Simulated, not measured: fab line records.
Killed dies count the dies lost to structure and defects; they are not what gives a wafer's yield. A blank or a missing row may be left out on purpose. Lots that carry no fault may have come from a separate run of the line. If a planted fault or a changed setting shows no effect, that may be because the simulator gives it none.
Split-lot study / flow n5-finfet / 39 wafers read across 7 lots, on a route 1938 steps long

## SPLIT DETAILS
At N5_BEOL_M13_ETCH_59 (etches BARC in N2/H2, target depth 89 nm, overetch 26.7 nm, time 67.9 s), the setting time-s was moved away from the recipe's 67.9 s on 15 of the 39 wafers read, by -52.8% to +23.2%. This setting was run at the recipe's value on the other wafers.

The reading is taken at the split's own step.

## THE READING
oes-product-au, in a.u., at N5_BEOL_M13_ETCH_59 (etches BARC in N2/H2, target depth 89 nm, overetch 26.7 nm, time 67.9 s). Fault-free wafers of this fab line usually give 0.67 a.u., standard deviation 0.059 a.u.

wafer=L079.1; tool, chamber at the split=rie-diel-05, 2; time-s as run, s=32.57; against the recipe=-52.0%; oes-product-au, a.u.=0.80; against lot-mates on the recipe=+0.09
wafer=L079.2; tool, chamber at the split=rie-diel-05, 0; time-s as run, s=67.9; against the recipe=recipe; oes-product-au, a.u.=0.69; against lot-mates on the recipe=-
wafer=L079.3; tool, chamber at the split=rie-diel-05, 1; time-s as run, s=67.9; against the recipe=recipe; oes-product-au, a.u.=0.73; against lot-mates on the recipe=-
wafer=L079.4; tool, chamber at the split=rie-diel-05, 3; time-s as run, s=67.9; against the recipe=recipe; oes-product-au, a.u.=0.71; against lot-mates on the recipe=-
wafer=L079.5; tool, chamber at the split=rie-diel-05, 3; time-s as run, s=32.57; against the recipe=-52.0%; oes-product-au, a.u.=0.80; against lot-mates on the recipe=+0.09
wafer=L079.6; tool, chamber at the split=rie-diel-05, 2; time-s as run, s=32.57; against the recipe=-52.0%; oes-product-au, a.u.=0.80; against lot-mates on the recipe=+0.09
wafer=L080.1; tool, chamber at the split=rie-diel-02, 1; time-s as run, s=42.98; against the recipe=-36.7%; oes-product-au, a.u.=0.77; against lot-mates on the recipe=+0.14
wafer=L080.2; tool, chamber at the split=rie-diel-02, 2; time-s as run, s=42.98; against the recipe=-36.7%; oes-product-au, a.u.=0.69; against lot-mates on the recipe=+0.06
wafer=L080.3; tool, chamber at the split=rie-diel-02, 3; time-s as run, s=67.9; against the recipe=recipe; oes-product-au, a.u.=0.62; against lot-mates on the recipe=-
wafer=L080.4; tool, chamber at the split=rie-diel-02, 0; time-s as run, s=42.98; against the recipe=-36.7%; oes-product-au, a.u.=0.72; against lot-mates on the recipe=+0.09
wafer=L080.5; tool, chamber at the split=rie-diel-02, 0; time-s as run, s=67.9; against the recipe=recipe; oes-product-au, a.u.=0.62; against lot-mates on the recipe=-
wafer=L080.6; tool, chamber at the split=rie-diel-02, 1; time-s as run, s=67.9; against the recipe=recipe; oes-product-au, a.u.=0.65; against lot-mates on the recipe=-
wafer=L082.1; tool, chamber at the split=rie-diel-02, 0; time-s as run, s=67.9; against the recipe=recipe; oes-product-au, a.u.=0.62; against lot-mates on the recipe=-
wafer=L082.2; tool, chamber at the split=rie-diel-02, 2; time-s as run, s=67.9; against the recipe=recipe; oes-product-au, a.u.=0.60; against lot-mates on the recipe=-
wafer=L082.3; tool, chamber at the split=rie-diel-02, 3; time-s as run, s=32.08; against the recipe=-52.8%; oes-product-au, a.u.=0.71; against lot-mates on the recipe=+0.09
wafer=L082.4; tool, chamber at the split=rie-diel-02, 1; time-s as run, s=67.9; against the recipe=recipe; oes-product-au, a.u.=0.64; against lot-mates on the recipe=-
wafer=L082.5; tool, chamber at the split=rie-diel-02, 1; time-s as run, s=32.08; against the recipe=-52.8%; oes-product-au, a.u.=0.76; against lot-mates on the recipe=+0.14
wafer=L082.6; tool, chamber at the split=rie-diel-02, 0; time-s as run, s=32.08; against the recipe=-52.8%; oes-product-au, a.u.=0.72; against lot-mates on the recipe=+0.10
wafer=L091.1; tool, chamber at the split=rie-diel-02, 3; time-s as run, s=83.62; against the recipe=+23.2%; oes-product-au, a.u.=0.59; against lot-mates on the recipe=-0.02
wafer=L091.2; tool, chamber at the split=rie-diel-02, 0; time-s as run, s=83.62; against the recipe=+23.2%; oes-product-au, a.u.=0.59; against lot-mates on the recipe=-0.02
wafer=L091.3; tool, chamber at the split=rie-diel-02, 2; time-s as run, s=67.9; against the recipe=recipe; oes-product-au, a.u.=0.60; against lot-mates on the recipe=-
wafer=L091.4; tool, chamber at the split=rie-diel-02, 1; time-s as run, s=67.9; against the recipe=recipe; oes-product-au, a.u.=0.63; against lot-mates on the recipe=-
wafer=L091.5; tool, chamber at the split=rie-diel-02, 1; time-s as run, s=83.62; against the recipe=+23.2%; oes-product-au, a.u.=0.62; against lot-mates on the recipe=+0.01
wafer=L091.6; tool, chamber at the split=rie-diel-02, 2; time-s as run, s=67.9; against the recipe=recipe; oes-product-au, a.u.=0.60; against lot-mates on the recipe=-
wafer=L090.3; tool, chamber at the split=rie-diel-06, 2; time-s as run, s=67.9; against the recipe=recipe; oes-product-au, a.u.=0.66; against lot-mates on the recipe=-
wafer=L090.5; tool, chamber at the split=rie-diel-06, 0; time-s as run, s=67.9; against the recipe=recipe; oes-product-au, a.u.=0.73; against lot-mates on the recipe=-
wafer=L090.6; tool, chamber at the split=rie-diel-06, 2; time-s as run, s=67.9; against the recipe=recipe; oes-product-au, a.u.=0.66; against lot-mates on the recipe=-
wafer=L093.1; tool, chamber at the split=rie-diel-02, 3; time-s as run, s=67.9; against the recipe=recipe; oes-product-au, a.u.=0.61; against lot-mates on the recipe=-
wafer=L093.2; tool, chamber at the split=rie-diel-02, 0; time-s as run, s=67.9; against the recipe=recipe; oes-product-au, a.u.=0.60; against lot-mates on the recipe=-
wafer=L093.3; tool, chamber at the split=rie-diel-02, 1; time-s as run, s=67.9; against the recipe=recipe; oes-product-au, a.u.=0.63; against lot-mates on the recipe=-
wafer=L093.4; tool, chamber at the split=rie-diel-02, 0; time-s as run, s=67.9; against the recipe=recipe; oes-product-au, a.u.=0.61; against lot-mates on the recipe=-
wafer=L093.5; tool, chamber at the split=rie-diel-02, 3; time-s as run, s=67.9; against the recipe=recipe; oes-product-au, a.u.=0.61; against lot-mates on the recipe=-
wafer=L093.6; tool, chamber at the split=rie-diel-02, 1; time-s as run, s=67.9; against the recipe=recipe; oes-product-au, a.u.=0.63; against lot-mates on the recipe=-
wafer=L096.1; tool, chamber at the split=rie-diel-05, 1; time-s as run, s=67.9; against the recipe=recipe; oes-product-au, a.u.=0.70; against lot-mates on the recipe=-
wafer=L096.2; tool, chamber at the split=rie-diel-05, 0; time-s as run, s=57.16; against the recipe=-15.8%; oes-product-au, a.u.=0.73; against lot-mates on the recipe=+0.05
wafer=L096.3; tool, chamber at the split=rie-diel-05, 2; time-s as run, s=67.9; against the recipe=recipe; oes-product-au, a.u.=0.67; against lot-mates on the recipe=-
wafer=L096.4; tool, chamber at the split=rie-diel-05, 3; time-s as run, s=67.9; against the recipe=recipe; oes-product-au, a.u.=0.68; against lot-mates on the recipe=-
wafer=L096.5; tool, chamber at the split=rie-diel-05, 2; time-s as run, s=57.16; against the recipe=-15.8%; oes-product-au, a.u.=0.73; against lot-mates on the recipe=+0.05
wafer=L096.6; tool, chamber at the split=rie-diel-05, 3; time-s as run, s=57.16; against the recipe=-15.8%; oes-product-au, a.u.=0.75; against lot-mates on the recipe=+0.07

THE FIT
A straight line over all 39 wafers: oes-product-au changes by -0.00227 a.u. for each +1% of time-s; r = -0.78; the points scatter about the line by 0.041 a.u.
The same after taking each lot's own level away (the mean of its wafers on the recipe; 39 wafers): -0.00186 a.u. for each +1%; r = -0.88; scatter 0.023 a.u.
Per that fit: largest time-s move, reading shift of 0.098 a.u.
Measured against the standard deviation above, the lots' own levels, which go from 0.610 to 0.710 a.u., span 1.7 times it.
So the lot-to-lot level blurs the effect unless lot-mates are compared.
Check: for one of the wafers moved furthest among these (-52.8%), held out of the fit, the line's prediction against its lot-mates is +0.107 a.u. It came out at +0.09 a.u. against them.
Tool readings at the split's step, against how far the setting was moved: oes-product-au r = -0.78.

## THE OTHER SPLITS THESE WAFERS WENT THROUGH
Before the reading, these wafers also passed through other splits. Each is held against what the fit with the lots' levels taken away leaves over:
other split on the same wafers=N5_BEOL_M7_DESCUM_33 time-s; wafers away from the commonest value=15; r with oes-product-au (lot level and that fit taken away)=+0.10
other split on the same wafers=N5_BEOL_M9_TRENCH_ETCH_37 target-depth-a; wafers away from the commonest value=12; r with oes-product-au (lot level and that fit taken away)=+0.14

## THE WHOLE CHAIN: every reading that the file lists as answering this split, in the file's order
step=N5_BEOL_M13_ETCH_59; what it does=etches BARC in N2/H2, target depth 89 nm, overetch 26.7 nm, time 67.9 s; reading=oes-product-au; change (the file's fit)=-0.00203 a.u. for each +1% of the setting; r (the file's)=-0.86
step=N5_BEOL_M13_ETCH_59; what it does=etches BARC in N2/H2, target depth 89 nm, overetch 26.7 nm, time 67.9 s; reading=etch.depth-nm (the simulator's own value, which no gauge read); change (the file's fit)=+0.552 nm for each +1% of the setting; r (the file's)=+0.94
step=N5_BEOL_M13_ETCH_59; what it does=etches BARC in N2/H2, target depth 89 nm, overetch 26.7 nm, time 67.9 s; reading=coat_of_BEOL_M13_COAT_04.thk-nm (the simulator's own value, which no gauge read); change (the file's fit)=-0.652 nm for each +1% of the setting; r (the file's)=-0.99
step=N5_BEOL_M13_VIA_ETCH_16; what it does=etches SiOC in C4F8/O2/Ar, target depth 921.7 nm; reading=coat_of_BEOL_M13_COAT_04.thk-nm (the simulator's own value, which no gauge read); change (the file's fit)=-0.655 nm for each +1% of the setting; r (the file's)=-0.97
step=N5_BEOL_M13_STRIP_63; what it does=strips in N2/H2; reading=strip-time-to-endpoint-s; change (the file's fit)=withheld for each +1% of the setting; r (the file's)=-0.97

## THE FILE'S OWN FIT
oes-product-au changes by -0.00203 a.u. for each +1% of time-s, r = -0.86.
